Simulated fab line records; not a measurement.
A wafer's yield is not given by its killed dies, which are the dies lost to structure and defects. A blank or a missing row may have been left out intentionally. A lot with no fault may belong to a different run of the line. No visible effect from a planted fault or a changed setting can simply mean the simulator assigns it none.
What tool caused it? ; flow nand_harc ; 21 wafers sampled from 7 lots at 1 step of a route of 1302

## WHAT EACH GAUGE READ, for each wafer
NHARC_A_M1_CD_MEAS_09: target cd 120 nm.
lot;measured;on;cd_nm (nm)
L968;day 23 08:24;cd_sem-02;119.9 119.8 119.8
L971;day 24 03:05;cd_sem-03;119.7 119.9 121.1
L973;day 25 10:33;cd_sem-01;119.7 120.1 120.0
L979;day 28 12:58;cd_sem-01;120.4 119.9 119.8
L985;day 30 10:17;cd_sem-02;119.8 119.6 119.4
L988;day 31 10:35;cd_sem-01;120.1 118.7 119.5
L989;day 33 05:20;cd_sem-01;120.1 120.0 120.7

## WHAT TOOL EACH LOT RAN ON (gives the tool, then ch and the chambers of the sampled wafers, and finally the start)
The record holds no process step before these readings.

## THE ANSWER, worked out from the rows above alone
Rule: the lots themselves supply what counts as usual. Put in order of their means at a reading, lots are off if they are a third of the lots or fewer, leave a main group of 4 or more, and stand apart from it by a gap of 3 or more times the standard deviation of the main group's means; of several such gaps the widest counts. Not used: any main group whose means are identical at the precision the tables above print for the reading. A lot without any number at a reading at which 4 lots or more have one is off too. The other lots that the step has rows for count as sound.
No lot is off on any of the readings shown, so nothing can be concluded from this.

## WHAT THE SIMULATOR HAD INSERTED
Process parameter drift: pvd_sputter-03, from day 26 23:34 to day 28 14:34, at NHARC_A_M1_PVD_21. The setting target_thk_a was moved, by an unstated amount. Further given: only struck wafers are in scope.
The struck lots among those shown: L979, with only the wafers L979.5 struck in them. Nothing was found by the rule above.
